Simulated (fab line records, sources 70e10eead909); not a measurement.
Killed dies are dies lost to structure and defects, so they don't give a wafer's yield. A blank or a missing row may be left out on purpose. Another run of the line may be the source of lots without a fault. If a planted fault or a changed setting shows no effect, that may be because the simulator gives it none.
fab line records | flow nand_harc
[record] lots = 11 wafers = 33 last_day = 33
route steps=1302 shown A_STAIRCASE@667 END@1302
lots with no fault: from the same line, run without faults
start_h: hours from the record's opening day to when the first of the lot's shown wafers began | wait_h: hours from the lot's prior step to this one | " the same as in the row above | L1.1+2: a row that stands for several wafers | - no value, or no start given | * or withheld: withheld | < > ~ a bound
route shown NAME@n: names a module that has steps shown in the file, with the first one's number in the route | usual: mean/standard deviation taken from wafers without a fault | same: alike in all rows | chamber/n: place in a boat | sites: the reading at each site | _std_site: the values' standard deviation | _edge_site: inner sites' mean taken away from outer sites' mean | radius_mm: for every site, how far away it sits from the centre of the wafer | mask NAME#n: copy n | behind: the tool/chamber that last shaped the wafer | hold: why the lot went on hold/how many hours it stayed there/how the hold came to an end | device: which transistor (n, p or np) failed to switch | end of line: tests of these same wafers at the route's end | a step with no rows: only its recipe | killed: count of dies lost to structure and defects at first sort (not the wafer's yield) | map: the dies of a wafer, with x for killed, . for not killed, _ for no die there
set.NAME: the setting as run; set.NAME@STEP: as run at that earlier step | model.NAME: the simulator's own value behind a step, which no gauge read
route steps across a sampled set of lots; one table per step, one row per wafer
services: a tool's chamber out of use, with start hour (start_h, from the record's first day; less than 0 if before it), hours out, and reason
[[steps]]
[step NHARC_A_STAIRCASE_DESCUM_11]
[recipe] time_s = 3 o2_flow_sccm = 200 ar_flow_sccm = 0 bias_power_w = 0 chemistry = O2
[usual] drypump_motor_current_A = 5.8/0.43 o2_flow_sccm = 199.9/0.59 oes_product_au = 1.002/0.0084 rf_vpp_V = 57.8/0.97 showerhead_plenum_p_Torr = 1.93/0.1 throttle_valve_pct = 11.313/0.0094
[same] bias_power_w = 0
// columns lot.wafer tool chamber start_h wait_h drypump_motor_current_A o2_flow_sccm oes_product_au rf_hours_counter_h rf_vpp_V showerhead_plenum_p_Torr throttle_valve_pct
L653.2 rie_diel-01 0 377.72 - 5.3 199.5 0.999 50 58.3 2.06 11.293
L653.3 " 2 " " 5.8 201.2 0.997 54 58.9 2.03 11.300
L653.4 " 3 " " 6.6 200.1 0.997 53 58.4 1.84 11.329
L652.3 rie_diel-06 1 378.28 - 5.9 199.5 1.018 19 57.5 1.79 11.310
L652.5 " 3 " " 5.4 199.4 1.025 - 55.4 1.84 11.305
L652.6 " 0 " " 6.4 200.2 1.011 - 58.5 1.98 11.318
L655.2 rie_diel-06 1 388.27 - 5.9 199.9 1.016 25 57.1 1.78 11.304
L655.3 " 2 " " 5.3 201.1 1.011 29 57.4 1.83 11.326
L655.1 " 3 " " 5.4 201.1 1.015 28 57.7 1.84 11.302
L659.1 rie_diel-13 2 426.96 - 6.3 200.2 1.005 27 58.3 1.97 11.301
L659.2 " 3 " " 6.3 200.1 1.005 25 57.4 1.98 11.326
L659.5 " 2 " " 6.2 199.8 0.994 - 55.8 1.97 11.313
L661.2 rie_diel-06 3 456.56 - 5.4 200.9 1.025 51 56.4 1.83 11.313
L661.4 " 0 " " 6.5 199.8 1.011 48 58.3 1.97 11.304
L661.6 " 2 " " 5.3 199.3 1.003 - 57.5 1.82 11.298
L666.2 rie_diel-13 1 501.35 - 5.6 200.0 0.990 54 56.9 1.84 11.318
L666.1 " 2 " " 6.2 199.7 0.998 53 57.8 1.96 11.323
L666.6 " 0 " " 5.4 199.3 1.003 - 59.7 2.06 11.310
L667.2 rie_diel-13 2 511.52 - 6.3 200.2 1.004 59 57.0 1.96 11.317
L667.3 " 3 " " 6.3 200.2 0.997 56 58.2 1.97 11.297
L667.5 " 3 " " 6.3 199.0 1.004 - 56.7 1.97 11.312
L670.4 rie_diel-01 1 543.36 - 5.6 200.5 0.993 46 56.6 1.77 11.315
L670.6 " 0 " " 5.4 201.1 0.996 - 59.5 2.04 11.294
L670.5 " 1 " " 5.6 200.9 0.988 - 56.8 1.77 11.303
L669.4 rie_diel-13 3 548.35 - 6.2 200.0 1.009 1 57.2 1.97 11.318
L669.6 " 2 " " 6.2 199.7 0.998 - 58.9 1.95 11.300
L669.5 " 3 " " 6.3 199.7 1.020 - 57.6 1.97 11.316
L672.2 rie_diel-13 3 581.69 - 6.3 199.4 1.000 10 57.9 1.96 11.310
L672.5 " 2 " " 6.3 200.5 0.986 - 56.5 1.95 11.311
L672.6 " 3 " " 6.3 199.9 1.005 - 58.2 1.96 11.286
L674.1 rie_diel-06 1 594.87 - 5.9 199.8 0.995 36 58.1 2.06 11.306
L674.2 " 3 " " 5.4 200.2 1.002 29 58.1 1.82 11.311
L674.5 " 0 " " 6.5 199.9 1.004 - 57.4 1.96 11.319
[step NHARC_A_STAIRCASE_ETCH_13]
[recipe] target_depth_a = 1000 time_s = 40.5 ion_energy_ev = 400 c4f8_flow_sccm = 20 o2_flow_sccm = 10 ar_flow_sccm = withheld rf_w = 600 bias_w = 1000 chemistry = C4F8/O2
[usual] oes_product_au = 0.944/0.011 rf_fwd_power_W = 592.0/3 rf_vpp_V = 897/6.2
// columns lot.wafer tool chamber start_h wait_h oes_product_au rf_fwd_power_W rf_hours_counter_h rf_vpp_V
L653.3 rie_diel-01 1 - - 0.949 590.9 51 889
L653.2 " 2 " " 0.963 594.0 54 902
L653.4 " 3 " " 0.950 587.6 53 891
L652.3 rie_diel-06 3 - - 0.963 590.6 24 890
L652.5 " 1 " " 0.943 592.7 - 889
L652.6 " 2 " " 0.951 596.8 - 892
L655.3 rie_diel-06 2 - - 0.957 590.7 29 891
L655.1 " 3 " " 0.951 589.5 28 892
L655.2 " 0 " " 0.954 598.7 24 900
L659.1 rie_diel-13 3 - - 0.950 589.8 25 899
L659.2 " 0 " " 0.957 591.3 33 904
L659.5 " 0 " " 0.949 591.3 - 905
L661.2 rie_diel-06 3 - - 0.950 593.5 51 891
L661.4 " 2 " " 0.940 597.3 53 890
L661.6 " 3 " " 0.957 595.1 - 890
L666.1 rie_diel-13 2 - - 0.935 592.7 53 899
L666.2 " 3 " " 0.939 589.3 52 900
L666.6 " 3 " " 0.936 585.2 - 899
L667.2 rie_diel-13 2 - - 0.932 595.4 59 898
L667.3 " 3 " " 0.934 589.0 56 899
L667.5 " 2 " " 0.924 595.6 - 899
L670.4 rie_diel-01 1 - - 0.935 588.3 46 889
L670.6 " 1 " " 0.931 589.1 - 887
L670.5 " 2 " " 0.936 591.2 - 902
L669.4 rie_diel-13 2 - - 0.951 594.0 11 899
L669.5 " 2 " " 0.945 592.3 - 898
L669.6 " 3 " " 0.949 588.9 - 899
L672.2 rie_diel-13 3 - - 0.957 587.6 10 901
L672.6 " 3 " " 0.958 586.2 - 900
L672.5 " 0 " " 0.957 592.5 - 905
L674.1 rie_diel-06 3 - - 0.936 592.0 29 890
L674.2 " 2 " " 0.926 594.4 37 889
L674.5 " 3 " " 0.924 594.1 - 890
[step NHARC_A_STAIRCASE_TRIM_20]
[recipe] time_s = 211.2 o2_flow_sccm = 500 ar_flow_sccm = 0 bias_w = 0 chemistry = O2
[usual] drypump_motor_current_A = 5.8/0.44 o2_flow_sccm = 500.0/1.5 oes_product_au = 1.001/0.0081 rf_vpp_V = 57.9/0.94 run_length_s = 232.5/0.46 showerhead_plenum_p_Torr = 3.55/0.17 throttle_valve_pct = 17.036/0.0081
// columns lot.wafer tool chamber start_h wait_h drypump_motor_current_A o2_flow_sccm oes_product_au rf_hours_counter_h rf_vpp_V run_length_s showerhead_plenum_p_Torr throttle_valve_pct
L653.4 rie_diel-01 3 378.85 0.1 6.6 499.4 0.989 53 58.8 233.1 3.40 17.043
L653.3 " 0 " " 5.3 502.0 0.996 50 57.5 232.9 3.78 17.038
L653.2 " 1 " " 5.7 501.6 0.992 52 58.1 232.3 3.31 17.042
L652.3 rie_diel-13 0 379.49 0.1 5.4 501.4 1.005 11 60.1 231.8 3.80 17.038
L652.6 " 2 " " 6.3 499.4 0.996 - 58.5 232.9 3.63 17.051
L652.5 " 3 " " 6.3 499.5 1.013 - 58.5 231.8 3.65 17.038
L655.2 rie_diel-13 3 389.89 0.2 6.3 501.0 1.003 10 57.1 231.6 3.65 17.028
L655.3 " 0 " " 5.4 498.3 0.998 17 59.6 231.7 3.80 17.043
L655.1 " 1 " " 5.6 500.6 1.005 15 57.0 232.2 3.42 17.024
L659.2 rie_diel-01 0 428.22 0.1 5.4 497.5 1.003 14 58.7 309.6 3.77 17.032
L659.1 " 2 " " 5.8 498.7 0.992 12 57.8 309.7 3.71 17.044
L659.5 " 3 " " 6.6 498.9 0.996 - 58.8 310.1 3.40 17.048
L661.2 rie_diel-01 3 457.86 0.1 6.5 501.9 0.995 22 57.8 310.0 3.39 17.031
L661.4 " 1 " " 5.7 499.6 0.989 21 56.7 309.5 3.30 17.039
L661.6 " 2 " " 5.8 500.1 0.981 - 59.3 310.1 3.71 17.036
L666.2 rie_diel-06 2 502.47 0.1 5.3 502.6 1.003 2 58.1 231.8 3.37 17.038
L666.1 " 3 " " 5.4 500.3 1.011 0 57.5 232.4 3.38 17.047
L666.6 " 1 " " 5.9 499.1 0.999 - 58.6 232.7 3.81 17.041
L667.3 rie_diel-06 2 513.60 0.1 5.3 498.2 1.007 8 58.9 232.4 3.37 17.026
L667.2 " 3 " " 5.3 501.1 1.019 4 56.8 232.4 3.38 17.048
L667.5 " 3 " " 5.4 499.2 1.014 - 56.5 232.6 3.38 17.031
L670.4 rie_diel-13 0 544.96 0.1 5.4 500.5 1.011 9 58.0 231.7 3.76 17.037
L670.5 " 2 " " 6.3 500.4 1.001 - 58.2 232.6 3.60 17.040
L670.6 " 3 " " 6.3 499.2 1.009 - 59.5 232.2 3.62 17.040
L669.4 rie_diel-13 0 549.51 0.1 5.4 501.0 1.010 11 58.0 232.2 3.76 17.039
L669.6 " 1 " " 5.6 498.8 1.004 - 57.5 232.4 3.39 17.046
L669.5 " 2 " " 6.3 500.8 0.998 - 56.3 232.6 3.60 17.030
L672.2 rie_diel-01 3 582.80 0.1 6.5 497.9 0.988 5 58.0 233.2 3.37 17.028
L672.6 " 3 " " 6.6 501.3 0.990 - 57.2 233.3 3.37 17.050
L672.5 " 0 " " 5.4 497.3 0.988 - 58.6 232.8 3.74 17.036
L674.1 rie_diel-01 3 595.99 0.1 6.6 499.4 0.993 11 58.4 232.9 3.37 17.030
L674.2 " 1 " " 5.6 498.6 1.001 8 58.6 233.1 3.80 17.023
L674.5 " 3 " " 6.5 501.0 0.998 - 56.5 232.7 3.37 17.033
[step NHARC_A_STAIRCASE_ETCH_27]
[recipe] target_depth_a = 1000 time_s = 40.5 ion_energy_ev = 400 c4f8_flow_sccm = 20 o2_flow_sccm = 10 ar_flow_sccm = withheld rf_w = 600 bias_w = 1000 chemistry = C4F8/O2
[usual] oes_product_au = 0.947/0.01 rf_fwd_power_W = 591.8/2.6 rf_vpp_V = 897/6.5
// columns lot.wafer tool chamber start_h wait_h oes_product_au rf_fwd_power_W rf_hours_counter_h rf_vpp_V
L653.4 rie_diel-01 3 - - 0.930 592.3 54 893
L653.3 " 0 " " 0.939 589.0 51 903
L653.2 " 1 " " 0.933 589.7 52 888
L652.3 rie_diel-13 0 - - 0.947 593.4 11 906
L652.6 " 2 " " 0.954 592.3 - 901
L652.5 " 3 " " 0.947 591.4 - 902
L655.1 rie_diel-13 1 - - 0.941 592.5 16 892
L655.3 " 3 " " 0.950 591.0 10 900
L655.2 " 0 " " 0.944 592.8 17 906
L659.2 rie_diel-01 0 - - 0.932 589.1 14 906
L659.1 " 1 " " 0.951 590.3 12 887
L659.5 " 0 " " 0.957 588.6 - 905
L661.4 rie_diel-01 2 - - 0.937 595.9 21 901
L661.2 " 3 " " 0.945 592.6 22 892
L661.6 " 3 " " 0.945 592.8 - 891
L666.2 rie_diel-06 3 - - 0.955 593.0 1 891
L666.1 " 0 " " 0.972 594.1 2 901
L666.6 " 0 " " 0.965 594.6 - 899
L667.3 rie_diel-06 1 - - 0.948 592.6 9 905
L667.2 " 0 " " 0.952 596.4 7 899
L667.5 " 2 " " 0.948 595.2 - 889
L670.4 rie_diel-13 1 - - 0.942 595.1 10 891
L670.6 " 0 " " 0.956 591.8 - 904
L670.5 " 1 " " 0.938 593.7 - 890
L669.4 rie_diel-13 1 - - 0.938 592.2 11 893
L669.5 " 3 " " 0.956 591.0 - 898
L669.6 " 0 " " 0.956 592.8 - 905
L672.2 rie_diel-01 2 - - 0.955 590.9 6 903
L672.5 " 1 " " 0.952 587.4 - 907
L672.6 " 2 " " 0.959 592.5 - 904
L674.2 rie_diel-01 3 - - 0.947 591.3 12 890
L674.1 " 1 " " 0.944 589.2 8 906
L674.5 " 3 " " 0.943 590.5 - 890
[step NHARC_END_SORT_01]
[recipe] temp_c = 25
[usual] killed_at_array = 58/20 killed_at_other = 0.9/1.4 killed_at_periphery = 4/3.1 killed_dies = 63/20 killed_open = 3.3/1.8 killed_short = 2.4/1.5
[same] gross_dies = 677
// columns lot.wafer tool chamber start_h wait_h killed_at_array killed_at_other killed_at_periphery killed_dies killed_open killed_short
L659.1 prober-02 0 657.02 2.5 674 3 0 677 2 4
L659.2 prober-02 0 657.82 2.8 673 3 1 677 4 2
L659.5 prober-02 0 660.21 3.7 674 1 2 677 3 3
L661.2 prober-01 0 674.50 2.8 675 0 2 677 5 5
L661.4 prober-01 0 676.08 3.4 672 1 4 677 2 0
L661.6 prober-01 0 677.66 3.9 670 3 4 677 4 1
L667.2 prober-01 0 739.08 2.8 39 0 2 41 3 2
L667.3 prober-01 0 739.86 3.1 42 0 5 47 5 0
L667.5 prober-01 0 741.43 3.6 58 0 5 63 3 1
// killed by level:class
L659.1 A_STAIRCASE:area_trim=641 A_CHANNEL_HOLE_D2:chamber_film_flake=9 A_CHANNEL_HOLE_D1:chamber_film_flake=4 A_CONTACT:chamber_film_flake=4 THIN_TSV:chamber_film_flake=3 A_CHANNEL_FILL_D1:chamber_film_flake=2 A_STAIRCASE:chamber_film_flake=2 A_WL_FILL:chamber_film_flake=2
L659.2 A_STAIRCASE:area_trim=645 A_CHANNEL_HOLE_D2:chamber_film_flake=12 A_CHANNEL_HOLE_D1:chamber_film_flake=4 A_CHANNEL_FILL_D1:chamber_film_flake=3 THIN_TSV:chamber_film_flake=2 A_CHANNEL_HOLE_D1:geometric_particle:short=1 A_CHANNEL_FILL_D1:geometric_particle:open=1 A_ONON_D2:geometric_particle:open=1
L659.5 A_STAIRCASE:area_trim=642 A_CHANNEL_HOLE_D2:chamber_film_flake=10 A_CHANNEL_HOLE_D1:chamber_film_flake=6 A_CHANNEL_FILL_D2:chamber_film_flake=4 A_WL_FILL:chamber_film_flake=3 A_DECK1_JOINT:geometric_particle:short=2 A_STAIRCASE:chamber_film_flake=2 P_CONTACT:geometric_particle:short=1
L661.2 A_STAIRCASE:area_trim=599 A_CHANNEL_HOLE_D1:chamber_film_flake=35 A_SLIT:chamber_film_flake=18 A_CONTACT:chamber_film_flake=8 A_STAIRCASE:chamber_film_flake=3 A_CHANNEL_FILL_D1:geometric_particle:open=2 A_SOURCE_PLATE:geometric_particle:open=1 A_SOURCE_PLATE:geometric_particle:short=1
L661.4 A_STAIRCASE:area_trim=593 A_CHANNEL_HOLE_D1:chamber_film_flake=34 A_SLIT:chamber_film_flake=34 A_CONTACT:chamber_film_flake=4 P_BONDPAD:chamber_film_flake=3 A_STAIRCASE:chamber_film_flake=3 A_ONON_D1:geometric_particle:open=1 A_CONTACT:geometric_particle:open=1
L661.6 A_STAIRCASE:area_trim=597 A_CHANNEL_HOLE_D1:chamber_film_flake=34 A_SLIT:chamber_film_flake=23 A_CONTACT:chamber_film_flake=8 P_BONDPAD:chamber_film_flake=2 THIN_TSV:chamber_film_flake=2 A_STAIRCASE:chamber_film_flake=2 A_WL_FILL:chamber_film_flake=2
L667.2 A_CHANNEL_HOLE_D1:chamber_film_flake=27 A_STAIRCASE:chamber_film_flake=3 A_WL_FILL:chamber_film_flake=2 A_SLIT:chamber_film_flake=2 P_CONTACT:geometric_particle:open=1 A_DECK1_JOINT:geometric_particle:short=1 A_ONON_D2:geometric_particle:short=1 A_CHANNEL_FILL_D2:geometric_particle:open=1
L667.3 A_CHANNEL_HOLE_D1:chamber_film_flake=33 A_SLIT:chamber_film_flake=3 P_M2:chamber_film_flake=2 A_STAIRCASE:chamber_film_flake=2 P_CONTACT:geometric_particle:open=1 P_M1:geometric_particle:open=1 P_M2:geometric_particle:open=1 A_CHANNEL_FILL_D1:geometric_particle:open=1
L667.5 A_CHANNEL_HOLE_D1:chamber_film_flake=40 A_SLIT:chamber_film_flake=5 A_CONTACT:chamber_film_flake=5 A_CONTACT:geometric_particle:open=2 P_M2:chamber_film_flake=2 A_STAIRCASE:chamber_film_flake=2 P_M0:geometric_particle:open=1 A_DECK1_JOINT:geometric_particle:short=1
[[services]]
// columns tool chamber start_h hours kind
rie_diel-13 0 375.50 - clean
rie_diel-13 1 375.50 - clean
rie_diel-13 2 375.50 - clean
rie_diel-13 3 375.50 - clean
rie_diel-01 - 382.39 9.0 pm
rie_diel-13 1 384.78 2.4 repair
rie_diel-13 0 400.00 - clean
rie_diel-13 1 400.00 - clean
rie_diel-13 2 400.00 - clean
rie_diel-13 3 400.00 - clean
rie_diel-06 - 419.89 0.2 repair
rie_diel-13 0 424.50 - clean
rie_diel-13 1 424.50 - clean
rie_diel-13 2 424.50 - clean
rie_diel-13 3 424.50 - clean
rie_diel-13 0 449.00 - clean
rie_diel-13 1 449.00 - clean
rie_diel-13 2 449.00 - clean
rie_diel-01 3 481.29 5.7 repair
rie_diel-06 - 484.56 9.0 pm
rie_diel-06 3 493.93 7.9 repair
rie_diel-13 - 519.00 9.0 pm
rie_diel-13 3 528.26 14.9 repair
rie_diel-01 - 559.39 9.0 pm
[[key]]
[first_sign] step = NHARC_A_STAIRCASE_TRIM_20 reading = run_length_s direction = up sigmas = 99+ usual = * struck = *
[effect] step = NHARC_END_SORT_01 reading = killed_at_array direction = up sigmas = 31 usual = 58 struck = 673
[more_kills_born_at] NHARC_A_STAIRCASE_TRIM_20@rie_diel-01 = 3717
met_at NHARC_A_STAIRCASE_TRIM_20
struck_lots L659,L661
later_rows_left_out L659.1,L659.2,L659.5,L661.2,L661.4,L661.6
tester_left_out L659,L661
not_acting_at NHARC_A_STAIRCASE_DESCUM_11,NHARC_A_STAIRCASE_ETCH_13,NHARC_A_STAIRCASE_ETCH_27
onset_between 378.85 428.22
[fault] kind = process_parameter_drift tool = rie_diel-01 chamber = - onset_h = 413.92 steps = NHARC_A_STAIRCASE_TRIM_20 channel = time_s offset = * shape = step end_h = 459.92 acts_in = * stated = *
// tester_left_out: of these lots the tester's yield and bins aren't shown, on N5 and GAA mostly nor the transistor test; their killed dies are dies lost to structure and defects alone, not to doping, threshold or leakage, so they don't give the yield
// later_rows_left_out: the simulator's readings of these wafers behind a module that went badly wrong aren't trusted and aren't shown, but for the sort
